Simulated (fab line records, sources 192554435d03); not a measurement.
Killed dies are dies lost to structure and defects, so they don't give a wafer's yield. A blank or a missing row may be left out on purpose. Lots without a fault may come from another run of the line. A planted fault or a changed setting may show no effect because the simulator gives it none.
fab line records | flow n5_finfet
record lots=8 wafers=24 last_day=18
route steps=1938 shown BEOL_M4@1111 BEOL_M9@1405 PASSIVATION@1936
lots that met no fault: from a run of the same line without faults
start_h: hours from the record's first day to the start of the lot's first wafer shown | wait_h: hours since the lot's step before | " the same as in the row above | L1.1+2: a row that stands for several wafers | - no value, or no start given | * or withheld: withheld | < > ~ a bound
route shown NAME@n: a module of which the file shows steps, and the number in the route of the first | usual: mean/standard deviation of fault-free wafers | same: alike in all rows | chamber/n: place in a boat | sites: the reading at each site | _std_site: their standard deviation | _edge_site: outer sites' mean less inner sites' | radius_mm: how far each site lies from the wafer's centre | mask NAME#n: copy n | behind: the tool/chamber that last shaped the wafer | hold: why the lot was held/for how many hours/how that ended | device: the transistor (n, p or np) that didn't switch | end of line: the same wafers' tests at the end of the route | a step without rows: its recipe alone | killed: dies lost to structure and defects at the first sort, not the wafer's yield | map: a wafer's dies, x killed, . not, _ none there
set.NAME: the setting as run; set.NAME@STEP: as run at that earlier step | model.NAME: the simulator's own value behind a step, which no gauge read
steps of the route over a sample of lots; a table a step, a row a wafer
services: from which hour (start_h, from the record's first day; less than 0 if before it) a tool's chamber was out of use, for how many hours, and why
## steps
# step N5_BEOL_M4_RC_MEAS_101
# usual DIBL_N=37.2/2.5 DIBL_P=38/3 IOFF_N=0.17/0.044 IOFF_P=0.24/0.059 ION_N=667/13 ION_P=461/7.9 SS_N=71.8/0.86 SS_P=73.6/0.92 VT_N=250/4.1 VT_P=-249/3.9
# columns lot.wafer tool chamber start_h wait_h DIBL_N[mV/V] DIBL_P[mV/V] IOFF_N[nA/um] IOFF_P[nA/um] ION_N[uA/um] ION_P[uA/um] SS_N[mV/dec] SS_P[mV/dec] VT_N[mV] VT_P[mV]
L259.1 prober-01 0 175.16 0.0 39.1 38 0.18 0.21 668 455 71.8 73.7 252 -252
L259.4 " 0 " " 36.4 37 0.15 0.22 665 457 71.4 73.9 250 -252
L259.6 " 0 " " 34.9 35 0.12 0.18 660 452 71.3 73.1 252 -254
L260.2 prober-01 0 178.96 0.2 36.9 38 0.17 0.23 685 466 72.0 73.9 250 -247
L260.3 " 0 " " 36.7 37 0.15 0.21 656 460 71.8 72.6 252 -253
L260.6 " 0 " " 39.7 41 0.22 0.31 682 468 73.0 74.0 245 -243
L263.2 prober-02 0 203.60 0.2 34.7 33 0.10 0.17 654 462 71.3 72.4 255 -251
L263.3 " 0 " " 39.1 39 0.18 0.26 679 463 71.7 73.6 247 -244
L263.5 " 0 " " 39.5 41 0.21 0.29 683 467 72.2 74.7 244 -244
L265.1 prober-01 0 214.05 0.0 30.9 31 0.08 0.13 630 442 70.1 71.6 263 -256
L265.3 " 0 " " 34.6 35 0.12 0.18 668 462 70.9 72.9 254 -254
L265.5 " 0 " " 34.8 35 0.13 0.18 656 452 70.5 73.3 252 -253
L271.1 prober-01 0 253.24 0.0 43.1 43 0.26 0.44 691 484 73.7 75.0 245 -238
L271.3 " 0 " " 33.8 32 0.10 0.21 654 476 71.2 71.1 260 -247
L271.6 " 0 " " 40.1 40 0.21 0.39 676 478 72.3 74.7 246 -237
L273.1 prober-02 0 269.10 0.0 39.0 39 0.19 0.23 678 460 72.2 73.8 248 -249
L273.4 " 0 " " 34.9 36 0.12 0.18 659 457 71.4 72.9 252 -252
L273.5 " 0 " " 36.5 38 0.15 0.21 672 455 71.8 73.5 250 -252
L274.1 prober-01 0 273.93 0.0 41.7 45 0.29 0.38 674 471 73.4 75.3 241 -239
L274.4 " 0 " " 39.2 43 0.22 0.36 685 482 72.5 75.1 246 -238
L274.6 " 0 " " 40.4 43 0.24 0.36 674 470 72.9 75.4 248 -241
L281.4 prober-01 0 315.86 0.5 39.9 38 0.18 0.24 658 458 72.5 72.9 251 -249
L281.5 " 0 " " 39.3 38 0.16 0.25 663 462 72.0 73.2 253 -246
L281.6 " 0 " " 35.9 33 0.12 0.19 657 451 71.3 71.8 257 -251
# step N5_BEOL_M9_HM_DEP_02
# recipe material=TiN target_thk_a=200 temp_c=25 chamber_pressure_pa=0.49996
# usual throttle_valve_pct=29.8/1.1
# columns lot.wafer tool chamber start_h wait_h throttle_valve_pct
L259.1 pvd_sputter-03 - 216.21 2.5 31.5
L259.4 " - " " 30.2
L259.6 " - " " 30.2
L260.2 pvd_sputter-02 - 220.56 1.4 30.6
L260.3 " - " " 30.0
L260.6 " - " " 29.9
L263.2 pvd_sputter-03 - 249.63 0.8 30.2
L263.3 " - " " 31.0
L263.5 " - " " 30.3
L265.1 pvd_sputter-03 - 261.34 0.8 31.0
L265.3 " - " " 31.2
L265.5 " - " " 29.8
L271.1 pvd_sputter-03 - 293.03 0.6 30.3
L271.3 " - " " 31.3
L271.6 " - " " 29.9
L273.1 pvd_sputter-03 - 306.98 1.1 30.2
L273.4 " - " " 30.6
L273.5 " - " " 31.0
L274.1 pvd_sputter-03 - 314.37 1.2 31.0
L274.4 " - " " 30.9
L274.6 " - " " 30.2
L281.4 pvd_sputter-02 - 359.41 1.1 30.1
L281.5 " - " " 29.9
L281.6 " - " " 30.4
# step N5_BEOL_M9_OVL_MEAS_12
# recipe points_per_wafer=44
# usual M9_OVL=0.1/0.86
# columns lot.wafer tool chamber start_h wait_h M9_OVL[nm]
L259.1 overlay-01 0 216.74 0.0 0.4
L259.4 " 0 " " 0.8
L259.6 " 0 " " 1.0
L260.2 overlay-02 0 221.09 0.0 1.4
L260.3 " 0 " " 1.0
L260.6 " 0 " " 1.8
L263.2 overlay-01 0 250.16 0.0 0.4
L263.3 " 0 " " 1.1
L263.5 " 0 " " 2.3
L265.1 overlay-01 0 261.74 0.0 -0.7
L265.3 " 0 " " 0.1
L265.5 " 0 " " 0.3
L271.1 overlay-02 0 293.55 0.0 -0.2
L271.3 " 0 " " -0.4
L271.6 " 0 " " -0.4
L273.1 overlay-02 0 307.38 0.0 0.9
L273.4 " 0 " " 0.3
L273.5 " 0 " " 0.8
L274.1 overlay-01 0 314.89 0.0 -0.7
L274.4 " 0 " " -0.1
L274.6 " 0 " " -0.2
L281.4 overlay-02 0 359.94 0.0 0.0
L281.5 " 0 " " 0.0
L281.6 " 0 " " 0.3
# step N5_BEOL_M9_DESCUM_16
# recipe chemistry=O2 time_s=7.9 source_power_w=50 bias_power_w=20 pressure_mtorr=20 rf_frequency_hz=2.712e+07 temp_c=40 resist=CAR-ArF o2_flow_sccm=225
# usual drypump_motor_current_A=5.7/0.49 oes_product_au=0.80/0.082 rf_vpp_V=243.0/1.3 showerhead_plenum_p_Torr=2.08/0.064 throttle_valve_pct=20.34/0.22
# same time_s=7.9
# columns lot.wafer tool chamber start_h wait_h drypump_motor_current_A oes_product_au rf_hours_counter_h rf_vpp_V showerhead_plenum_p_Torr throttle_valve_pct
L259.1 rie_diel-03 1 216.80 0.0 6.6 0.75 169 243.2 2.06 20.31
L259.4 " 0 " " 6.0 0.82 73 243.3 2.10 20.41
L259.6 " 0 " " 6.0 0.81 - 242.8 2.10 20.39
L260.2 rie_diel-03 1 222.04 0.9 6.6 0.76 171 242.8 2.06 20.32
L260.3 " 2 " " 5.8 0.77 123 242.6 2.10 20.26
L260.6 " 1 " " 6.6 0.75 - 243.1 2.06 20.32
L263.2 rie_diel-01 1 250.32 0.1 5.4 0.84 55 242.9 2.05 20.07
L263.3 " 2 " " 5.2 0.88 42 241.5 2.05 20.31
L263.5 " 2 " " 5.2 0.87 - 242.8 2.05 20.31
L265.1 rie_diel-01 1 261.80 0.0 5.4 0.84 58 240.9 2.05 20.05
L265.3 " 2 " " 5.2 0.88 45 242.5 2.05 20.31
L265.5 " 0 " " 5.5 0.86 - 241.6 2.03 20.14
L271.1 rie_diel-01 3 293.79 0.2 6.0 0.81 86 241.9 2.11 20.38
L271.3 " 1 " " 5.4 0.83 67 242.4 2.05 20.07
L271.6 " 1 " " 5.4 0.82 - 242.2 2.05 20.09
L273.1 rie_diel-01 0 307.44 0.0 5.5 0.84 64 243.0 2.03 20.16
L273.4 " 3 " " 6.1 0.81 90 242.6 2.11 20.36
L273.5 " 1 " " 5.4 0.82 - 240.9 2.04 20.08
L274.1 rie_diel-03 3 315.15 0.2 6.5 0.84 71 244.8 2.21 20.35
L274.4 " 0 " " 6.0 0.77 103 241.9 2.09 20.45
L274.6 " 3 " " 6.5 0.84 - 244.7 2.21 20.35
L281.4 rie_diel-01 2 360.49 0.5 5.2 0.84 76 241.2 2.04 20.37
L281.5 " 3 " " 6.0 0.79 - 243.6 2.10 20.40
L281.6 " 0 " " 5.5 0.84 - 242.6 2.02 20.16
# step N5_BEOL_M9_STRIP_67
# recipe chemistry=CF4 resist=SiARC power_w=300 bias_power_w=75 pressure_mtorr=50 cf4_flow_sccm=150 rf_frequency_hz=6e+07
# usual drypump_motor_current_A=5.7/0.49 oes_product_au=0.80/0.073 power_w=300.0/0.88 rf_vpp_V=270.9/1.4 showerhead_plenum_p_Torr=1.78/0.049 throttle_valve_pct=13.46/0.27
# columns lot.wafer tool chamber start_h wait_h drypump_motor_current_A oes_product_au power_w rf_hours_counter_h rf_vpp_V showerhead_plenum_p_Torr throttle_valve_pct
L259.1 rie_diel-03 1 217.03 0.0 6.6 0.76 300.1 169 269.3 1.79 13.71
L259.4 " 0 " " 6.0 0.81 299.2 73 272.5 1.80 13.47
L259.6 " 0 " " 6.0 0.81 299.0 - 273.2 1.80 13.47
L260.2 rie_diel-03 1 222.28 0.0 6.6 0.75 298.9 171 271.3 1.78 13.69
L260.3 " 2 " " 5.8 0.77 298.5 123 270.3 1.79 13.48
L260.6 " 1 " " 6.6 0.75 299.5 - 270.4 1.78 13.71
L263.2 rie_diel-01 1 250.55 0.0 5.4 0.83 299.8 55 270.2 1.75 13.24
L263.3 " 2 " " 5.3 0.86 299.9 42 271.4 1.73 13.16
L263.5 " 2 " " 5.2 0.86 300.4 - 271.3 1.73 13.17
L265.1 rie_diel-01 1 262.03 0.0 5.4 0.83 299.8 58 269.1 1.75 13.24
L265.3 " 2 " " 5.2 0.87 298.9 45 269.2 1.73 13.17
L265.5 " 0 " " 5.5 0.84 299.2 - 270.8 1.72 13.19
L271.1 rie_diel-01 3 294.02 0.0 6.0 0.82 301.1 86 271.0 1.82 13.53
L271.3 " 1 " " 5.4 0.82 299.9 67 270.0 1.75 13.24
L271.6 " 1 " " 5.4 0.82 301.0 - 270.5 1.75 13.28
L273.1 rie_diel-01 0 307.67 0.0 5.5 0.83 299.9 64 269.8 1.72 13.21
L273.4 " 3 " " 6.0 0.81 300.3 90 272.2 1.81 13.54
L273.5 " 1 " " 5.4 0.82 302.6 - 268.9 1.75 13.25
L274.1 rie_diel-03 3 315.38 0.0 6.5 0.84 298.9 71 272.1 1.86 13.23
L274.4 " 0 " " 6.0 0.78 300.3 103 271.4 1.79 13.54
L274.6 " 3 " " 6.5 0.84 299.6 - 273.3 1.86 13.24
L281.4 rie_diel-01 2 360.72 0.0 5.2 0.82 301.3 76 270.4 1.72 13.24
L281.5 " 3 " " 6.0 0.80 298.7 - 269.9 1.81 13.59
L281.6 " 0 " " 5.5 0.82 298.8 - 271.6 1.72 13.25
# step N5_BEOL_M9_VIA_ETCH_34
# recipe chemistry=C4F6/O2 target=SiCOH_lowk target_depth_a=1824 mask_material=SOC taper_deg=4 time_s=68.4 ion_energy_ev=250 pressure_mtorr=30 source_w=345 bias_w=185 Ar_flow_sccm=300 C4F6_flow_sccm=10 O2_flow_sccm=10
# usual O2_flow_sccm=10.00/0.032 drypump_motor_current_A=5.6/0.44 oes_product_au=0.80/0.07 rf_vpp_V=668/25 showerhead_plenum_p_Torr=2.83/0.085 throttle_valve_pct=20.85/0.23
# same time_s=68.4
# columns lot.wafer tool chamber start_h wait_h O2_flow_sccm drypump_motor_current_A oes_product_au rf_hours_counter_h rf_vpp_V showerhead_plenum_p_Torr throttle_valve_pct
L259.1 rie_diel-05 2 220.62 0.0 10.00 5.1 0.84 77 678 2.73 20.70
L259.4 " 2 " " 10.00 5.0 0.84 - 678 2.73 20.71
L259.6 " 3 " " 10.02 5.8 0.70 - 703 2.96 21.32
L260.2 rie_diel-05 2 227.40 0.0 9.98 5.0 0.82 80 677 2.73 20.71
L260.3 " 3 " " 9.94 5.8 0.70 209 703 2.96 21.33
L260.6 " 2 " " 10.00 5.1 0.83 - 677 2.73 20.71
L263.2 rie_diel-05 3 253.64 0.0 9.97 5.8 0.70 218 703 2.95 21.34
L263.3 " 1 " " 9.99 6.0 0.99 3 669 2.91 20.43
L263.5 " 2 " " 10.00 5.0 0.84 - 677 2.73 20.74
L265.1 rie_diel-01 2 263.15 0.0 10.00 5.3 0.87 46 680 2.78 20.66
L265.3 " 0 " " 10.03 5.5 0.87 51 674 2.80 20.84
L265.5 " 1 " " 9.94 5.4 0.82 - 680 2.80 20.64
L271.1 rie_diel-05 3 296.25 0.0 9.98 5.8 0.68 232 703 2.94 21.37
L271.3 " 1 " " 9.98 5.9 0.94 16 668 2.91 20.46
L271.6 " 1 " " 10.00 5.9 0.94 - 668 2.91 20.46
L273.1 rie_diel-01 1 308.60 0.0 9.96 5.4 0.81 71 680 2.80 20.66
L273.4 " 3 " " 10.05 6.0 0.30 91 631 2.92 20.98
L273.5 " 0 " " 9.94 5.5 0.31 - 676 2.79 20.68
L274.1 rie_diel-03 0 316.74 0.0 9.95 6.1 0.79 103 694 2.84 20.88
L274.4 " 2 " " 9.97 5.8 0.47 152 653 2.86 20.78
L274.6 " 3 " " 9.96 6.5 0.83 - 654 3.03 20.93
L281.4 rie_diel-01 2 362.99 0.0 10.02 5.3 0.85 76 681 2.77 20.71
L281.5 " 0 " " 9.95 5.5 0.83 - 674 2.79 20.86
L281.6 " 3 " " 10.06 6.0 0.79 - 631 2.91 21.14
# step N5_BEOL_M9_OCD_MEAS_38
# usual trench_depth_nm=151/3.8
# columns lot.wafer tool chamber start_h wait_h trench_depth_nm
L259.1 ocd-01 - 220.90 - 151
L259.4 " - " " 151
L259.6 " - " " 147
L260.2 ocd-02 - 227.68 - 150
L260.3 " - " " 146
L260.6 " - " " 151
L263.2 ocd-02 - 253.92 - 149
L263.3 " - " " 153
L263.5 " - " " 153
L265.1 ocd-01 - 263.42 - 152
L265.3 " - " " 159
L265.5 " - " " 147
L271.1 ocd-02 - 296.52 - 147
L271.3 " - " " 151
L271.6 " - " " 150
L273.1 ocd-01 - 308.87 - 148
L273.4 " - " " 1
L273.5 " - " " 2
L274.1 ocd-01 - 317.01 - 153
L274.4 " - " " 60
L274.6 " - " " 150
L281.4 ocd-02 - 363.27 - 151
L281.5 " - " " 159
L281.6 " - " " 151
# step N5_BEOL_M9_THK_MEAS_53
# recipe thk_meas_gauge=xrf reads=Cu_of_BEOL_M9_ECD_50
# usual M9_THK=141/4.3
# columns lot.wafer tool chamber start_h wait_h M9_THK[nm]
L259.1 film_metro-02 - 223.21 - 141
L259.4 " - " " 139
L259.6 " - " " 133
L260.2 film_metro-02 - 229.89 - 139
L260.3 " - " " 135
L260.6 " - " " 140
L263.2 film_metro-01 - 256.51 - 137
L263.3 " - " " 140
L263.5 " - " " 141
L265.1 film_metro-02 - 267.33 - 141
L265.3 " - " " 148
L265.5 " - " " 136
L271.1 film_metro-01 - 299.07 - 135
L271.3 " - " " 140
L271.6 " - " " 139
L273.1 film_metro-01 - 311.68 - 138
L273.4 " - " " -
L273.5 " - " " -
L274.1 film_metro-01 - 319.47 - 144
L274.4 " - " " -
L274.6 " - " " 139
L281.4 film_metro-01 - 365.57 - 139
L281.5 " - " " 149
L281.6 " - " " 140
# step N5_PASSIVATION_PROBE_49
# usual defect_limited_yield=91.5/1.4 killed_at_M0_to_M3=32/11 killed_at_M4_up=12/4.4 killed_at_contacts=13/6.1 killed_at_front_end=39/12 killed_at_other=3.9/3 killed_dies=100/17 killed_on_rim=13/3.9 killed_open=66/12 killed_short=33/7.4 sort_bin_4_leakage=0.03/0.14 sort_bin_5_function=5.0/0.95 sort_bin_6_memory=3.2/0.66 sort_bin_8_speed=0.0/0.33 sort_n_pass=1079/17 sort_yield_pct=91.4/1.5
# same gross_dies=1180 killed_at_back_side=0
# columns lot.wafer tool chamber start_h wait_h defect_limited_yield[%] killed_at_M0_to_M3 killed_at_M4_up killed_at_contacts killed_at_front_end killed_at_other killed_dies killed_on_rim killed_open killed_short sort_bin_4_leakage[%] sort_bin_5_function[%] sort_bin_6_memory[%] sort_bin_8_speed[%] sort_n_pass sort_yield_pct[%]
L259.1 prober-02 - 283.00 0.0 91.5 30 16 19 28 7 100 11 68 31 0 5.1 3.2 0 1080 91.5
L259.4 prober-02 - 283.15 0.2 90.8 24 13 23 46 3 109 16 80 29 0 5.8 3.4 0 1071 90.8
L259.6 prober-02 - 283.25 0.3 89.7 37 15 26 39 4 121 16 78 35 0 5.7 3.6 0 1059 89.7
L260.2 prober-01 - 293.30 0.1 91.9 42 13 2 34 5 96 13 61 33 0 4.1 3.8 0 1084 91.9
L260.3 prober-01 - 293.35 0.1 90.0 55 8 4 47 4 118 19 67 48 0 6.4 3.1 0 1062 90.0
L260.6 prober-01 - 293.50 0.3 93.1 26 8 10 34 3 81 11 53 25 0 4.2 2.5 0 1099 93.1
L263.2 prober-02 - 309.98 0.1 90.3 35 17 11 50 2 115 9 69 43 0 5.7 3.6 0.1 1065 90.3
L263.3 prober-02 - 310.03 0.1 91.5 19 15 19 43 4 100 11 58 38 0 4.8 3.4 0 1080 91.5
L263.5 prober-02 - 310.13 0.2 92.7 19 10 20 34 3 86 14 59 23 0 4.1 3.0 0 1094 92.7
L265.1 prober-01 - 327.16 0.0 91.9 17 12 19 45 3 96 13 64 25 0 4.2 3.1 3.0 1049 88.9
L265.3 prober-01 - 327.26 0.1 91.4 36 16 8 36 5 101 13 65 36 0 5.5 2.8 0 1079 91.4
L265.5 prober-01 - 327.36 0.2 90.8 26 14 15 49 4 108 15 69 39 0 5.8 2.7 0 1072 90.8
L271.1 prober-02 - 353.61 0.0 89.2 38 8 17 58 7 128 17 86 39 1.10 5.8 4.9 0 1039 88.1
L271.3 prober-02 - 353.71 0.1 91.3 34 8 8 49 4 103 10 72 28 0 5.6 2.8 0 1077 91.3
L271.6 prober-02 - 353.86 0.3 90.0 31 18 11 47 11 118 18 70 44 0.25 6.9 2.7 0 1059 89.7
L273.1 prober-02 - 369.75 0.0 92.4 27 11 14 37 1 90 8 55 33 0 4.7 2.4 0 1090 92.4
L273.4 prober-02 - 369.90 0.2 0.1 48 1066 22 42 1 1179 151 88 39 0 95.3 4.4 0 1 0.1
L273.5 prober-02 - 369.95 0.2 1.0 43 1081 18 24 2 1168 147 69 31 0 95.3 3.4 0 12 1.0
L274.1 prober-01 - 374.27 0.0 91.4 32 14 3 51 1 101 9 75 26 0.34 6.5 1.9 0 1075 91.1
L274.4 prober-01 - 374.42 0.2 45.1 27 572 16 32 1 648 135 64 25 0 52.0 2.5 0 532 45.1
L274.6 prober-01 - 374.52 0.3 91.7 27 15 12 41 3 98 10 68 28 0 5.1 3.1 0 1082 91.7
L281.4 prober-01 - 432.62 0.2 90.7 28 8 14 51 9 110 9 76 29 0 4.7 3.6 0 1070 90.7
L281.5 prober-01 - 432.67 0.2 90.3 39 13 10 47 5 114 13 72 42 0 5.7 3.4 0 1066 90.3
L281.6 prober-01 - 432.72 0.3 89.6 35 5 22 54 7 123 12 84 39 0 5.9 4.2 0 1057 89.6
# killed by level:class
L259.1 MOL_CONTACT_COAG:geometric_particle:open=14 FIN_SAQP:geometric_particle:open=8 BEOL_M0_SAQP:geometric_particle:open=8 MOL_CONTACT_COAG:geometric_particle:short=5 STI_FIN_REVEAL:geometric_particle:open=5 BEOL_M2:geometric_particle:open=5 BEOL_M3:geometric_particle:open=5 FIN_SAQP:geometric_particle:short=4
L259.4 MOL_CONTACT_COAG:geometric_particle:open=22 STI_FIN_REVEAL:geometric_particle:open=16 BEOL_M1:geometric_particle:open=7 FIN_SAQP:geometric_particle:open=6 BEOL_M2:geometric_particle:open=6 FIN_SAQP:geometric_particle:short=5 ILD0:geometric_particle:short=5 ILD0:geometric_particle:open=4
L259.6 MOL_CONTACT_COAG:geometric_particle:open=20 BEOL_M0_SAQP:geometric_particle:open=11 BEOL_M2:geometric_particle:open=9 BEOL_M0_SAQP:geometric_particle:short=8 HKMG_FIN:area_etch=8 GATE_CUT:geometric_particle:open=6 MOL_CONTACT_COAG:geometric_particle:short=6 FIN_SAQP:geometric_particle:open=5
L260.2 BEOL_M0_SAQP:geometric_particle:short=11 BEOL_M0_SAQP:geometric_particle:open=10 STI_FIN_REVEAL:geometric_particle:open=9 BEOL_M2:geometric_particle:open=9 BEOL_M4:geometric_particle:open=8 FIN_SAQP:geometric_particle:open=6 BEOL_M3:geometric_particle:open=6 STI_FIN_REVEAL:geometric_particle:short=5
L260.3 BEOL_M0_SAQP:geometric_particle:short=13 STI_FIN_REVEAL:geometric_particle:open=11 BEOL_M0_SAQP:geometric_particle:open=11 FIN_SAQP:geometric_particle:open=8 BEOL_M2:geometric_particle:open=7 GATE_CUT:geometric_particle:short=6 BEOL_M3:geometric_particle:open=5 BEOL_M4:geometric_particle:open=5
L260.6 STI_FIN_REVEAL:geometric_particle:open=10 MOL_CONTACT_COAG:geometric_particle:open=9 FIN_SAQP:geometric_particle:short=5 BEOL_M3:geometric_particle:open=5 FIN_SAQP:geometric_particle:open=4 BEOL_M0_SAQP:geometric_particle:short=4 BEOL_M1:geometric_particle:open=4 DUMMY_GATE:geometric_particle:open=3
L263.2 FIN_SAQP:geometric_particle:open=19 BEOL_M0_SAQP:geometric_particle:short=11 FIN_SAQP:geometric_particle:short=10 MOL_CONTACT_COAG:geometric_particle:open=7 BEOL_M2:geometric_particle:open=6 DUMMY_GATE:geometric_particle:open=5 BEOL_M0_SAQP:geometric_particle:open=5 BEOL_M3:geometric_particle:open=5
L263.3 FIN_SAQP:geometric_particle:open=14 MOL_CONTACT_COAG:geometric_particle:open=13 BEOL_M0:geometric_particle:open=5 BEOL_M5:geometric_particle:short=5 STI_FIN_REVEAL:geometric_particle:open=4 BEOL_M0_SAQP:geometric_particle:short=4 DUMMY_GATE:geometric_particle:open=4 ILD0:geometric_particle:short=4
L263.5 MOL_CONTACT_COAG:geometric_particle:open=18 FIN_SAQP:geometric_particle:open=10 FIN_SAQP:geometric_particle:short=8 STARTING-WAFER:geometric_particle:open=6 BEOL_M0_SAQP:geometric_particle:open=5 DUMMY_GATE:geometric_particle:open=4 BEOL_M4:geometric_particle:open=4 BEOL_M0_SAQP:geometric_particle:short=3
L265.1 MOL_CONTACT_COAG:geometric_particle:open=16 STI_FIN_REVEAL:geometric_particle:open=15 STI_FIN_REVEAL:geometric_particle:short=6 BEOL_M4:geometric_particle:open=6 HKMG_FIN:area_etch=6 BEOL_M0_SAQP:geometric_particle:open=4 FIN_SAQP:geometric_particle:short=4 GATE_CUT:geometric_particle:short=4
L265.3 BEOL_M0:geometric_particle:open=14 GATE_CUT:geometric_particle:short=9 BEOL_M4:geometric_particle:open=8 STI_FIN_REVEAL:geometric_particle:open=7 BEOL_M1:geometric_particle:open=6 MOL_CONTACT_COAG:geometric_particle:open=5 FIN_SAQP:geometric_particle:short=4 BEOL_M3:geometric_particle:open=4
L265.5 STI_FIN_REVEAL:geometric_particle:open=15 FIN_SAQP:geometric_particle:short=13 MOL_CONTACT_COAG:geometric_particle:open=12 BEOL_M0_SAQP:geometric_particle:short=8 BEOL_M0_SAQP:geometric_particle:open=8 BEOL_M4:geometric_particle:open=8 GATE_CUT:geometric_particle:short=6 FIN_SAQP:geometric_particle:open=4
L271.1 STI_FIN_REVEAL:geometric_particle:open=15 FIN_SAQP:geometric_particle:open=13 FIN_SAQP:geometric_particle:short=12 MOL_CONTACT_COAG:geometric_particle:open=12 BEOL_M0_SAQP:geometric_particle:open=11 BEOL_M0_SAQP:geometric_particle:short=9 BEOL_M1:geometric_particle:open=8 DUMMY_GATE:geometric_particle:open=5
L271.3 STI_FIN_REVEAL:geometric_particle:open=18 BEOL_M3:geometric_particle:open=10 DUMMY_GATE:geometric_particle:open=9 BEOL_M1:geometric_particle:open=6 FIN_SAQP:geometric_particle:short=5 MOL_CONTACT_COAG:geometric_particle:open=5 BEOL_M0_SAQP:geometric_particle:short=5 BEOL_M2:geometric_particle:open=5
L271.6 STI_FIN_REVEAL:geometric_particle:open=19 MOL_CONTACT_COAG:geometric_particle:open=9 FIN_SAQP:geometric_particle:short=8 BEOL_M0_SAQP:geometric_particle:open=8 BEOL_M0_SAQP:geometric_particle:short=7 BEOL_M1:geometric_particle:open=6 BEOL_M1:geometric_particle:short=5 BEOL_M4:geometric_particle:open=5
L273.1 STI_FIN_REVEAL:geometric_particle:open=14 MOL_CONTACT_COAG:geometric_particle:open=11 BEOL_M0_SAQP:geometric_particle:short=7 FIN_SAQP:geometric_particle:short=6 STARTING-WAFER:geometric_particle:open=6 BEOL_M2:geometric_particle:open=5 BEOL_M4:geometric_particle:open=5 BEOL_M1:geometric_particle:short=3
L273.4 BEOL_M9:area_open=1052 MOL_CONTACT_COAG:geometric_particle:open=17 BEOL_M2:geometric_particle:open=17 FIN_SAQP:geometric_particle:short=11 FIN_SAQP:geometric_particle:open=10 BEOL_M0_SAQP:geometric_particle:short=9 BEOL_M4:geometric_particle:open=9 STI_FIN_REVEAL:geometric_particle:open=8
L273.5 BEOL_M9:area_open=1068 MOL_CONTACT_COAG:geometric_particle:open=15 BEOL_M3:geometric_particle:open=12 STI_FIN_REVEAL:geometric_particle:open=11 BEOL_M0_SAQP:geometric_particle:short=7 BEOL_M4:geometric_particle:open=5 BEOL_M3:geometric_particle:short=4 BEOL_M0_SAQP:geometric_particle:open=4
L274.1 STI_FIN_REVEAL:geometric_particle:open=15 FIN_SAQP:geometric_particle:open=10 BEOL_M1:geometric_particle:open=8 FIN_SAQP:geometric_particle:short=7 BEOL_M0_SAQP:geometric_particle:open=6 BEOL_M4:geometric_particle:open=6 BEOL_M2:geometric_particle:open=5 DUMMY_GATE:geometric_particle:open=4
L274.4 BEOL_M9:area_open=559 MOL_CONTACT_COAG:geometric_particle:open=13 BEOL_M1:geometric_particle:open=11 FIN_SAQP:geometric_particle:open=9 FIN_SAQP:geometric_particle:short=7 BEOL_M4:geometric_particle:open=6 BEOL_M2:geometric_particle:open=5 DUMMY_GATE:geometric_particle:open=5
L274.6 MOL_CONTACT_COAG:geometric_particle:open=12 FIN_SAQP:geometric_particle:open=9 STI_FIN_REVEAL:geometric_particle:open=9 DUMMY_GATE:geometric_particle:open=8 BEOL_M0_SAQP:geometric_particle:open=8 BEOL_M4:geometric_particle:open=7 BEOL_M0_SAQP:geometric_particle:short=6 BEOL_M3:geometric_particle:open=6
L281.4 FIN_SAQP:geometric_particle:open=19 MOL_CONTACT_COAG:geometric_particle:open=11 BEOL_M0:geometric_particle:open=6 BEOL_M0_SAQP:geometric_particle:short=5 BEOL_M0_SAQP:geometric_particle:open=5 HKMG_FIN:area_etch=5 FIN_SAQP:geometric_particle:short=4 DUMMY_GATE:geometric_particle:open=4
L281.5 FIN_SAQP:geometric_particle:open=11 BEOL_M0_SAQP:geometric_particle:open=11 BEOL_M3:geometric_particle:open=9 GATE_CUT:geometric_particle:short=8 BEOL_M0_SAQP:geometric_particle:short=8 BEOL_M4:geometric_particle:open=8 MOL_CONTACT_COAG:geometric_particle:open=6 BEOL_M1:geometric_particle:open=6
L281.6 MOL_CONTACT_COAG:geometric_particle:open=16 BEOL_M2:geometric_particle:open=9 FIN_SAQP:geometric_particle:open=8 STI_FIN_REVEAL:geometric_particle:open=7 BEOL_M3:geometric_particle:open=7 MOL_CONTACT_COAG:geometric_particle:short=6 FIN_SAQP:geometric_particle:short=5 DUMMY_GATE:geometric_particle:open=5
## services
# columns tool chamber start_h hours kind
rie_diel-05 0 200.72 8.9 repair
rie_diel-05 1 203.12 7.6 repair
rie_diel-05 1 211.16 - clean
rie_diel-05 1 211.16 - consumable_replace:focus_ring
rie_diel-05 1 211.16 31.8 scheduled_down
rie_diel-05 1 211.16 31.8 vent_cycle
rie_diel-05 3 215.05 2.0 repair
rie_diel-03 3 256.81 3.9 repair
pvd_sputter-02 - 339.91 4.3 repair
rie_diel-01 0 339.95 5.7 repair
rie_diel-05 3 352.23 - clean
rie_diel-05 3 352.23 - consumable_replace:focus_ring
rie_diel-05 3 352.23 17.2 scheduled_down
rie_diel-05 3 352.23 17.2 vent_cycle
rie_diel-01 - 359.56 0.5 repair
## key
first_sign step=N5_BEOL_M9_VIA_ETCH_34 reading=oes_product_au direction=down sigmas=6.3 usual=0.80 struck=0.36
effect step=N5_BEOL_M9_OCD_MEAS_38 reading=trench_depth_nm direction=down sigmas=34 usual=151 struck=21
effect step=N5_BEOL_M9_THK_MEAS_53 reading=M9_THK direction=missing
effect step=N5_PASSIVATION_PROBE_49 reading=killed_at_M4_up direction=up sigmas=99+ usual=12 struck=906
more_kills_born_at N5_BEOL_M9_HM_OPEN_17@rie_metal-03=2120 N5_BEOL_M9_HM_OPEN_17@rie_metal-02=559
met_at N5_BEOL_M9_HM_DEP_02
struck_lots L273,L274
struck_wafers L273.4,L273.5,L274.4
later_rows_left_out L273.4,L273.5
not_acting_at N5_BEOL_M9_OVL_MEAS_12,N5_BEOL_M9_DESCUM_16,N5_BEOL_M9_STRIP_67
onset_between 293.03 306.98
fault kind=process_parameter_drift tool=pvd_sputter-03 chamber=- onset_h=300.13 steps=N5_BEOL_M9_HM_DEP_02 channel=target_thk_a offset=* shape=step end_h=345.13 scope=struck_wafers_only acts_in=* stated=*
# later_rows_left_out: the simulator's readings of these wafers behind a module that went badly wrong aren't trusted and aren't shown, but for the sort
